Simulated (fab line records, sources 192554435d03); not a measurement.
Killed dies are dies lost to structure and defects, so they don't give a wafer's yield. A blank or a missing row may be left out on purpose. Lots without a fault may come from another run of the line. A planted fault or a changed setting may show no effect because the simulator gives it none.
fab line records | flow n5_finfet | part 1 of 2: steps 1 to 14 of 24
record lots=5 wafers=15 last_day=16
route steps=1938 shown BEOL_M5@1151
lots that met no fault: from a run of the same line without faults
start_h: hours from the record's first day to the start of the lot's first wafer shown | wait_h: hours since the lot's step before | " the same as in the row above | L1.1+2: a row that stands for several wafers | - no value, or no start given | * or withheld: withheld | < > ~ a bound
route shown NAME@n: a module of which the file shows steps, and the number in the route of the first | usual: mean/standard deviation of fault-free wafers | same: alike in all rows | chamber/n: place in a boat | sites: the reading at each site | _std_site: their standard deviation | _edge_site: outer sites' mean less inner sites' | radius_mm: how far each site lies from the wafer's centre | mask NAME#n: copy n | behind: the tool/chamber that last shaped the wafer | hold: why the lot was held/for how many hours/how that ended | device: the transistor (n, p or np) that didn't switch | end of line: the same wafers' tests at the end of the route | a step without rows: its recipe alone | killed: dies lost to structure and defects at the first sort, not the wafer's yield | map: a wafer's dies, x killed, . not, _ none there
set.NAME: the setting as run; set.NAME@STEP: as run at that earlier step | model.NAME: the simulator's own value behind a step, which no gauge read
lots at some steps of the route; a table a step, a row a wafer
services: from which hour (start_h, from the record's first day; less than 0 if before it) a tool's chamber was out of use, for how many hours, and why
## steps
# step N5_BEOL_M5_DESCUM_33
# recipe chemistry=O2 time_s=7 source_power_w=50 bias_power_w=20 pressure_mtorr=20 rf_frequency_hz=2.712e+07 temp_c=40 resist=CAR-EUV o2_flow_sccm=225
# usual bias_power_w=20.01/0.056 drypump_motor_current_A=5.9/0.37 oes_product_au=0.76/0.075 rf_fwd_power_W=49.29/0.23 rf_vpp_V=243.4/1.3 showerhead_plenum_p_Torr=2.11/0.08 throttle_valve_pct=20.44/0.21
# columns lot.wafer tool chamber start_h wait_h bias_power_w drypump_motor_current_A oes_product_au rf_fwd_power_W rf_hours_counter_h rf_vpp_V showerhead_plenum_p_Torr throttle_valve_pct
L079.1 rie_diel-05 1 214.86 0.6 20.04 6.1 0.70 49.17 229 240.2 1.97 20.03
L079.2 " 2 " " 19.92 5.6 0.68 49.19 248 243.3 2.16 20.76
L079.5 " 1 " " 20.14 6.1 0.71 49.18 - 241.2 1.97 20.05
L082.1 rie_diel-06 1 215.84 0.3 19.98 5.8 0.82 48.86 56 244.3 2.12 20.31
L082.4 " 3 " " 20.18 6.3 0.79 49.39 - 242.2 2.11 20.44
L082.5 " 3 " " 20.11 6.3 0.78 49.47 - 243.2 2.11 20.43
L084.2 rie_diel-05 1 243.59 0.0 19.99 6.1 0.69 49.57 240 240.3 1.96 20.03
L084.5 " 1 " " 20.09 6.1 0.69 49.59 - 241.9 1.96 20.05
L084.6 " 0 " " 19.98 5.5 0.74 49.10 - 242.0 2.00 20.67
L086.2 rie_diel-06 3 256.57 0.4 20.04 6.3 0.77 49.44 113 244.1 2.10 20.46
L086.4 " 2 " " 20.11 6.4 0.71 49.05 217 242.2 2.09 20.51
L086.6 " 2 " " 20.03 6.4 0.69 49.26 - 243.7 2.09 20.51
L089.2 rie_diel-05 0 282.19 0.1 19.97 5.5 0.73 49.38 168 240.6 2.00 20.70
L089.3 " 2 " " 19.87 5.6 0.95 49.08 13 244.4 2.15 20.39
L089.6 " 3 " " 19.93 5.8 0.71 48.94 - 243.8 2.16 20.60
# step N5_BEOL_M5_ETCH_75
# recipe chemistry=N2/H2 target=underlayer target_depth_a=65 mask_material=CAR-EUV time_s=5.2 ion_energy_ev=200 pressure_mtorr=30 source_w=840 bias_w=150 n2_flow_sccm=200 h2_flow_sccm=200 ends=cleared
# usual drypump_motor_current_A=5.9/0.37 etch_rf_on_time_s=5.21/0.11 oes_product_au=0.65/0.063 rf_fwd_power_W=819.5/2.5 rf_vpp_V=524.4/2.9 showerhead_plenum_p_Torr=2.57/0.092 throttle_valve_pct=17.86/0.22
# columns lot.wafer tool chamber start_h wait_h drypump_motor_current_A etch_rf_on_time_s oes_product_au rf_fwd_power_W rf_hours_counter_h rf_vpp_V showerhead_plenum_p_Torr throttle_valve_pct
L079.1 rie_diel-05 1 214.90 0.0 6.1 5.16 0.61 818.5 229 518.0 2.41 17.55
L079.2 " 2 " " 5.7 5.24 0.56 818.5 248 524.5 2.60 18.06
L079.5 " 1 " " 6.1 5.24 0.59 818.6 - 517.4 2.41 17.55
L082.1 rie_diel-06 1 215.89 0.0 5.8 5.11 0.72 820.8 56 526.0 2.59 17.81
L082.4 " 3 " " 6.3 5.28 0.67 818.5 - 524.5 2.58 18.00
L082.5 " 3 " " 6.3 5.33 0.67 821.0 - 526.1 2.58 18.02
L084.2 rie_diel-05 1 243.63 0.0 6.1 5.30 0.59 814.9 240 519.6 2.40 17.57
L084.5 " 1 " " 6.1 5.28 0.60 816.6 - 520.8 2.40 17.57
L084.6 " 0 " " 5.6 5.20 0.63 821.9 - 519.8 2.43 18.17
L086.2 rie_diel-06 3 256.61 0.0 6.3 5.18 0.67 819.2 113 525.2 2.57 18.03
L086.4 " 2 " " 6.3 5.33 0.59 817.8 217 521.9 2.50 17.75
L086.6 " 2 " " 6.3 5.34 0.60 819.5 - 522.2 2.50 17.73
L089.2 rie_diel-05 0 282.23 0.0 5.5 5.26 0.62 818.3 168 519.0 2.43 18.19
L089.3 " 2 " " 5.6 5.13 0.79 819.3 13 525.6 2.59 17.67
L089.6 " 3 " " 5.8 5.34 0.59 819.6 - 527.4 2.63 18.08
# step N5_BEOL_M5_ETCH_67
# recipe chemistry=CF4 target=SiARC target_depth_a=156 mask_material=CAR-EUV time_s=26 ion_energy_ev=80 pressure_mtorr=40 source_w=545 bias_w=36 Ar_flow_sccm=100 cf4_flow_sccm=100 ends=cleared
# usual drypump_motor_current_A=5.9/0.37 etch_rf_on_time_s=26.2/0.48 mfc_ar_sccm=100.02/0.3 oes_product_au=0.65/0.063 rf_fwd_power_W=531.8/1.7 rf_vpp_V=184.3/1.2 showerhead_plenum_p_Torr=2.16/0.074 throttle_valve_pct=15.64/0.19
# columns lot.wafer tool chamber start_h wait_h drypump_motor_current_A etch_rf_on_time_s mfc_ar_sccm oes_product_au rf_fwd_power_W rf_hours_counter_h rf_vpp_V showerhead_plenum_p_Torr throttle_valve_pct
L079.1 rie_diel-05 1 214.92 0.0 6.1 26.3 99.82 0.60 530.2 229 183.2 2.04 15.48
L079.2 " 2 " " 5.6 26.1 100.09 0.58 532.0 248 183.9 2.18 15.85
L079.5 " 1 " " 6.1 26.3 100.26 0.59 530.5 - 183.2 2.04 15.49
L082.1 rie_diel-06 1 215.92 0.0 5.8 25.8 100.23 0.72 531.1 56 184.7 2.18 15.56
L082.4 " 3 " " 6.3 26.2 99.60 0.67 532.0 - 184.2 2.18 15.65
L082.5 " 3 " " 6.3 26.1 100.20 0.67 533.5 - 184.2 2.18 15.65
L084.2 rie_diel-05 1 243.64 0.0 6.1 26.2 100.00 0.59 528.7 240 181.4 2.04 15.51
L084.5 " 1 " " 6.1 26.3 100.05 0.59 529.1 - 180.7 2.04 15.50
L084.6 " 0 " " 5.5 26.1 99.84 0.63 533.1 - 181.8 2.06 15.86
L086.2 rie_diel-06 3 256.62 0.0 6.3 26.3 100.46 0.66 532.3 113 183.7 2.17 15.69
L086.4 " 2 " " 6.3 27.0 99.86 0.59 532.6 217 183.8 2.12 15.62
L086.6 " 2 " " 6.4 27.2 100.50 0.59 530.6 - 183.9 2.12 15.62
L089.2 rie_diel-05 0 282.24 0.0 5.5 26.4 100.37 0.61 531.8 168 181.9 2.05 15.89
L089.3 " 2 " " 5.6 25.7 100.29 0.80 533.4 13 183.9 2.18 15.35
L089.6 " 3 " " 5.8 26.6 99.84 0.60 527.9 - 184.7 2.22 15.90
# step N5_BEOL_M5_ETCH_68
# recipe chemistry=N2/H2 target=SOC target_depth_a=800 overetch_a=160 mask_material=SiARC temp_c=40 time_s=120 ion_energy_ev=200 pressure_mtorr=30 source_w=840 bias_w=150 n2_flow_sccm=200 h2_flow_sccm=200
# usual drypump_motor_current_A=5.9/0.37 oes_product_au=0.58/0.053 rf_fwd_power_W=835.3/3 rf_vpp_V=524.5/2.6 showerhead_plenum_p_Torr=2.57/0.092 throttle_valve_pct=17.82/0.22
# columns lot.wafer tool chamber start_h wait_h drypump_motor_current_A oes_product_au rf_fwd_power_W rf_hours_counter_h rf_vpp_V showerhead_plenum_p_Torr throttle_valve_pct
L079.1 rie_diel-05 1 214.94 0.0 6.1 0.54 836.8 229 520.3 2.41 17.50
L079.2 " 2 " " 5.6 0.51 836.7 248 525.4 2.60 18.01
L079.5 " 1 " " 6.1 0.53 837.0 - 520.3 2.41 17.52
L082.1 rie_diel-06 1 215.96 0.0 5.9 0.64 836.7 56 524.9 2.59 17.77
L082.4 " 3 " " 6.3 0.61 836.8 - 523.6 2.58 17.96
L082.5 " 3 " " 6.3 0.60 835.4 - 524.0 2.58 17.98
L084.2 rie_diel-05 1 243.67 0.0 6.1 0.53 833.8 240 520.1 2.40 17.53
L084.5 " 1 " " 6.1 0.53 838.4 - 520.0 2.40 17.54
L084.6 " 0 " " 5.5 0.57 833.7 - 521.6 2.43 18.09
L086.2 rie_diel-06 3 256.65 0.0 6.3 0.59 836.5 113 524.3 2.57 17.99
L086.4 " 2 " " 6.4 0.54 835.3 217 523.4 2.50 17.72
L086.6 " 2 " " 6.3 0.54 837.5 - 524.1 2.50 17.73
L089.2 rie_diel-05 0 282.27 0.0 5.5 0.55 838.5 168 521.4 2.43 18.12
L089.3 " 2 " " 5.6 0.71 834.0 13 524.2 2.60 17.61
L089.6 " 3 " " 5.8 0.54 835.1 - 524.9 2.63 18.05
# step N5_BEOL_M5_STRIP_69
# recipe chemistry=N2/H2 temp_c=40 n2_flow_sccm=200 h2_flow_sccm=200 rf_frequency_hz=6e+07
# columns lot.wafer tool chamber start_h wait_h
L079.1+2+5 rie_diel-05 1,2,1 215.02 0.0
L082.1+4+5 rie_diel-06 1,3,3 216.08 0.1
L084.2+5+6 rie_diel-05 1,1,0 243.75 0.0
L086.2+4+6 rie_diel-06 3,2,2 256.73 0.0
L089.2+3+6 rie_diel-05 0,2,3 282.35 0.0
# step N5_BEOL_M5_STRIP_76
# recipe chemistry=N2/H2 temp_c=40 n2_flow_sccm=200 h2_flow_sccm=200 rf_frequency_hz=6e+07
# columns lot.wafer tool chamber start_h wait_h
L079.1+2+5 rie_diel-05 1,2,1 215.03 0.0
L082.1+4+5 rie_diel-06 1,3,3 216.10 0.0
L084.2+5+6 rie_diel-05 1,1,0 243.76 0.0
L086.2+4+6 rie_diel-06 3,2,2 256.74 0.0
L089.2+3+6 rie_diel-05 0,2,3 282.36 0.0
# step N5_BEOL_M5_VIA_ETCH_34
# recipe chemistry=C4F6/O2 target=SiCOH_lowk target_depth_a=883 mask_material=SOC taper_deg=4 time_s=39.2 ion_energy_ev=250 pressure_mtorr=30 source_w=345 bias_w=185 Ar_flow_sccm=300 C4F6_flow_sccm=10 O2_flow_sccm=10
# usual drypump_motor_current_A=5.9/0.37 mfc_ar_sccm=300.1/0.88 oes_product_au=0.76/0.074 rf_fwd_power_W=340.2/1.6 rf_vpp_V=667/11 showerhead_plenum_p_Torr=2.88/0.1 throttle_valve_pct=20.90/0.2
# columns lot.wafer tool chamber start_h wait_h drypump_motor_current_A mfc_ar_sccm oes_product_au rf_fwd_power_W rf_hours_counter_h rf_vpp_V showerhead_plenum_p_Torr throttle_valve_pct
L079.1 rie_diel-05 1 215.04 0.0 6.1 300.1 0.69 340.7 229 657 2.71 20.63
L079.2 " 2 " " 5.6 299.6 0.67 341.6 248 683 2.90 21.03
L079.5 " 1 " " 6.1 300.0 0.69 340.1 - 658 2.71 20.62
L082.1 rie_diel-06 1 216.11 0.0 5.9 299.8 0.83 338.8 56 667 2.91 20.93
L082.4 " 3 " " 6.3 300.4 0.78 342.6 - 659 2.88 20.93
L082.5 " 3 " " 6.3 300.3 0.78 342.5 - 661 2.88 20.92
L084.2 rie_diel-05 1 243.77 0.0 6.1 301.2 0.69 340.2 240 657 2.71 20.63
L084.5 " 1 " " 6.1 299.7 0.69 340.6 - 657 2.71 20.63
L084.6 " 0 " " 5.6 299.5 0.73 339.3 - 682 2.73 21.11
L086.2 rie_diel-06 3 256.75 0.0 6.3 299.8 0.77 340.7 113 659 2.87 20.94
L086.4 " 2 " " 6.3 297.8 0.70 341.3 217 667 2.82 20.81
L086.6 " 2 " " 6.3 298.9 0.70 339.9 - 667 2.82 20.80
L089.2 rie_diel-05 0 282.37 0.0 5.5 300.5 0.73 340.3 168 681 2.72 21.12
L089.3 " 2 " " 5.6 301.2 0.94 337.6 13 681 2.90 20.69
L089.6 " 3 " " 5.8 300.3 0.69 336.5 - 665 2.95 21.18
# step N5_BEOL_M5_STRIP_85
# recipe chemistry=C4F6/O2 resist=SiARC rf_frequency_hz=6e+07
# columns lot.wafer tool chamber start_h wait_h
L079.1+2+5 rie_diel-05 1,2,1 215.08 0.0
L082.1+4+5 rie_diel-06 1,3,3 216.16 0.0
L084.2+5+6 rie_diel-05 1,1,0 243.81 0.0
L086.2+4+6 rie_diel-06 3,2,2 256.79 0.0
L089.2+3+6 rie_diel-05 0,2,3 282.41 0.0
# step N5_BEOL_M5_STRIP_36
# recipe chemistry=N2/H2 power_w=450 temp_c=40 pressure_mtorr=20 rf_frequency_hz=6e+07 overash_fraction=0.3 bias_power_w=7 h2_frac=0.5 n2_flow_sccm=200 h2_flow_sccm=200
# usual bias_power_w=6.999/0.022 drypump_motor_current_A=5.9/0.37 oes_product_au=0.76/0.074 rf_vpp_V=58.9/1.5 showerhead_plenum_p_Torr=2.56/0.092 throttle_valve_pct=23.6/0.32
# columns lot.wafer tool chamber start_h wait_h bias_power_w drypump_motor_current_A oes_product_au rf_hours_counter_h rf_vpp_V showerhead_plenum_p_Torr throttle_valve_pct
L079.1 rie_diel-05 1 215.09 0.0 6.985 6.1 0.71 229 57.9 2.41 23.1
L079.2 " 2 " " 6.980 5.6 0.69 248 59.4 2.60 23.9
L079.5 " 1 " " 7.002 6.1 0.69 - 59.3 2.40 23.1
L082.1 rie_diel-06 1 216.18 0.0 6.983 5.9 0.83 56 58.1 2.59 23.6
L082.4 " 3 " " 6.985 6.3 0.80 - 57.7 2.57 24.0
L082.5 " 3 " " 6.979 6.3 0.79 - 61.5 2.58 24.0
L084.2 rie_diel-05 1 243.82 0.0 7.039 6.1 0.69 240 58.9 2.40 23.1
L084.5 " 1 " " 6.975 6.1 0.68 - 61.9 2.40 23.1
L084.6 " 0 " " 7.049 5.5 0.74 - 59.6 2.43 24.0
L086.2 rie_diel-06 3 256.80 0.0 6.983 6.3 0.76 113 59.3 2.57 24.0
L086.4 " 2 " " 7.038 6.3 0.70 217 57.4 2.49 23.5
L086.6 " 2 " " 7.011 6.4 0.70 - 61.3 2.49 23.5
L089.2 rie_diel-05 0 282.42 0.0 7.000 5.5 0.73 168 60.2 2.42 24.0
L089.3 " 2 " " 7.019 5.6 0.94 13 61.3 2.59 23.5
L089.6 " 3 " " 7.031 5.8 0.70 - 57.3 2.62 23.9
# step N5_BEOL_M5_TRENCH_ETCH_37
# recipe chemistry=C4F6/O2 target_depth_a=716.52 target=SiCOH_lowk time_s=24.7 ion_energy_ev=250 pressure_mtorr=30 source_w=345 bias_w=185 Ar_flow_sccm=300 C4F6_flow_sccm=10 O2_flow_sccm=10
# usual drypump_motor_current_A=5.9/0.37 mfc_ar_sccm=300.0/0.89 oes_product_au=0.76/0.075 rf_fwd_power_W=339.1/1.6 rf_vpp_V=668/11 showerhead_plenum_p_Torr=2.88/0.1 throttle_valve_pct=20.94/0.2
# columns lot.wafer tool chamber start_h wait_h drypump_motor_current_A mfc_ar_sccm oes_product_au rf_fwd_power_W rf_hours_counter_h rf_vpp_V showerhead_plenum_p_Torr throttle_valve_pct
L079.1 rie_diel-05 1 - - 6.1 300.7 0.69 339.7 229 657 2.71 20.66
L079.2 " 2 " " 5.6 299.4 0.67 340.8 248 682 2.90 21.07
L079.5 " 1 " " 6.1 300.8 0.70 338.2 - 657 2.71 20.68
L082.1 rie_diel-06 1 - - 5.8 298.4 0.84 340.3 56 667 2.91 20.97
L082.4 " 3 " " 6.3 299.8 0.78 341.2 - 660 2.88 20.95
L082.5 " 3 " " 6.3 298.5 0.79 340.4 - 661 2.88 20.96
L084.2 rie_diel-05 1 - - 6.1 299.1 0.69 338.1 240 657 2.71 20.68
L084.5 " 1 " " 6.1 300.3 0.68 339.6 - 658 2.71 20.68
L084.6 " 0 " " 5.5 299.4 0.74 339.0 - 681 2.73 21.14
L086.2 rie_diel-06 3 - - 6.3 299.8 0.77 340.0 113 659 2.87 21.00
L086.4 " 2 " " 6.4 299.0 0.69 338.3 217 665 2.82 20.87
L086.6 " 2 " " 6.4 299.7 0.69 339.9 - 667 2.82 20.85
L089.2 rie_diel-05 0 - - 5.5 302.5 0.72 340.4 168 682 2.72 21.16
L089.3 " 2 " " 5.6 300.6 0.94 338.9 13 683 2.90 20.72
L089.6 " 3 " " 5.8 299.4 0.69 334.9 - 664 2.95 21.20
# step N5_BEOL_M5_ETCH_41
# recipe chemistry=CH3F/O2 target=SiCN target_depth_a=315 taper_deg=2 time_s=56.7 ion_energy_ev=120 mask_material=TiN pressure_mtorr=30 source_w=395 bias_w=75 Ar_flow_sccm=150 CH3F_flow_sccm=30 O2_flow_sccm=20
# usual drypump_motor_current_A=5.9/0.37 mfc_ar_sccm=150.0/0.45 oes_product_au=0.76/0.074 rf_fwd_power_W=390.6/1.7 rf_vpp_V=297.7/1.6 showerhead_plenum_p_Torr=2.02/0.074 throttle_valve_pct=16.34/0.18
# columns lot.wafer tool chamber start_h wait_h drypump_motor_current_A mfc_ar_sccm oes_product_au rf_fwd_power_W rf_hours_counter_h rf_vpp_V showerhead_plenum_p_Torr throttle_valve_pct
L079.1 rie_diel-05 1 - - 6.1 150.0 0.68 389.7 229 295.2 1.90 16.15
L079.2 " 2 " " 5.6 150.2 0.67 390.8 248 298.2 2.04 16.55
L079.5 " 1 " " 6.1 149.7 0.69 389.1 - 296.1 1.90 16.14
L082.1 rie_diel-06 1 - - 5.8 150.5 0.84 391.7 56 298.2 2.05 16.30
L082.4 " 3 " " 6.3 150.7 0.78 391.2 - 297.1 2.02 16.32
L082.5 " 3 " " 6.3 150.5 0.79 389.9 - 297.6 2.02 16.31
L084.2 rie_diel-05 1 - - 6.1 149.9 0.69 390.1 240 296.1 1.89 16.16
L084.5 " 1 " " 6.1 150.0 0.68 391.1 - 296.0 1.89 16.15
L084.6 " 0 " " 5.5 150.8 0.73 393.3 - 296.6 1.91 16.53
L086.2 rie_diel-06 3 - - 6.3 149.7 0.76 390.8 113 299.0 2.02 16.35
L086.4 " 2 " " 6.3 148.8 0.70 388.2 217 296.7 1.98 16.31
L086.6 " 2 " " 6.3 149.7 0.69 390.0 - 298.1 1.98 16.30
L089.2 rie_diel-05 0 - - 5.5 150.2 0.72 390.3 168 295.0 1.91 16.56
L089.3 " 2 " " 5.6 150.4 0.94 391.8 13 298.8 2.04 16.08
L089.6 " 3 " " 5.8 149.8 0.70 389.3 - 300.2 2.08 16.61
# step N5_BEOL_M5_STRIP_91
# recipe chemistry=N2/H2 time_s=10 power_w=450 temp_c=40 pressure_mtorr=20 rf_frequency_hz=6e+07 bias_power_w=7 n2_flow_sccm=200 h2_flow_sccm=200
# usual bias_power_w=6.999/0.02 drypump_motor_current_A=5.9/0.37 oes_product_au=0.76/0.074 rf_vpp_V=59.2/0.99 showerhead_plenum_p_Torr=2.56/0.092 throttle_valve_pct=23.6/0.32
# columns lot.wafer tool chamber start_h wait_h bias_power_w drypump_motor_current_A oes_product_au rf_hours_counter_h rf_vpp_V showerhead_plenum_p_Torr throttle_valve_pct
L079.1 rie_diel-05 1 - - 6.995 6.1 0.70 229 58.2 2.41 23.1
L079.2 " 2 " " 6.976 5.6 0.68 248 58.3 2.60 23.9
L079.5 " 1 " " 6.977 6.1 0.70 - 59.4 2.41 23.1
L082.1 rie_diel-06 1 - - 6.987 5.9 0.83 56 57.9 2.59 23.6
L082.4 " 3 " " 7.034 6.3 0.79 - 60.3 2.58 24.0
L082.5 " 3 " " 6.986 6.3 0.79 - 60.3 2.58 24.0
L084.2 rie_diel-05 1 - - 6.976 6.1 0.69 240 57.7 2.40 23.1
L084.5 " 1 " " 6.976 6.1 0.69 - 59.4 2.40 23.1
L084.6 " 0 " " 6.989 5.6 0.74 - 60.4 2.43 24.0
L086.2 rie_diel-06 3 - - 7.010 6.3 0.77 113 57.3 2.57 24.0
L086.4 " 2 " " 7.022 6.4 0.69 217 61.0 2.49 23.5
L086.6 " 2 " " 7.024 6.4 0.70 - 59.3 2.49 23.5
L089.2 rie_diel-05 0 - - 6.958 5.5 0.73 168 57.4 2.42 24.0
L089.3 " 2 " " 6.982 5.7 0.95 13 57.7 2.59 23.5
L089.6 " 3 " " 7.001 5.8 0.70 - 58.7 2.62 23.9
# step N5_BEOL_M5_OCD_MEAS_38
# usual trench_depth_nm=71.2/1.3
# columns lot.wafer tool chamber start_h wait_h trench_depth_nm
L079.1 ocd-01 - 215.28 - 70.7
L079.2 " - " " 71.6
L079.5 " - " " 70.7
L082.1 ocd-02 - 216.45 - 71.7
L082.4 " - " " 71.4
L082.5 " - " " 71.0
L084.2 ocd-01 - 244.01 - 70.5
L084.5 " - " " 69.5
L084.6 " - " " 71.8
L086.2 ocd-02 - 256.99 - 71.2
L086.4 " - " " 69.6
L086.6 " - " " 69.7
L089.2 ocd-01 - 282.61 - 71.0
L089.3 " - " " 72.9
L089.6 " - " " 69.7
# step N5_BEOL_M5_HM_STRIP_39
# recipe chemistry=peroxide_tin_strip material=TiN target_depth_a=250 temp_c=50 time_s=158
# columns lot.wafer tool chamber start_h wait_h
L079.1+2+5 wet_bench-05 7,1,3 215.32 0.0
L082.1+4+5 wet_bench-02 5,7,0 216.50 0.0
L084.2+5+6 wet_bench-02 7,5,6 244.04 0.0
L086.2+4+6 wet_bench-01 7,0,1 257.02 0.0
L089.2+3+6 wet_bench-02 6,7,3 282.67 0.1
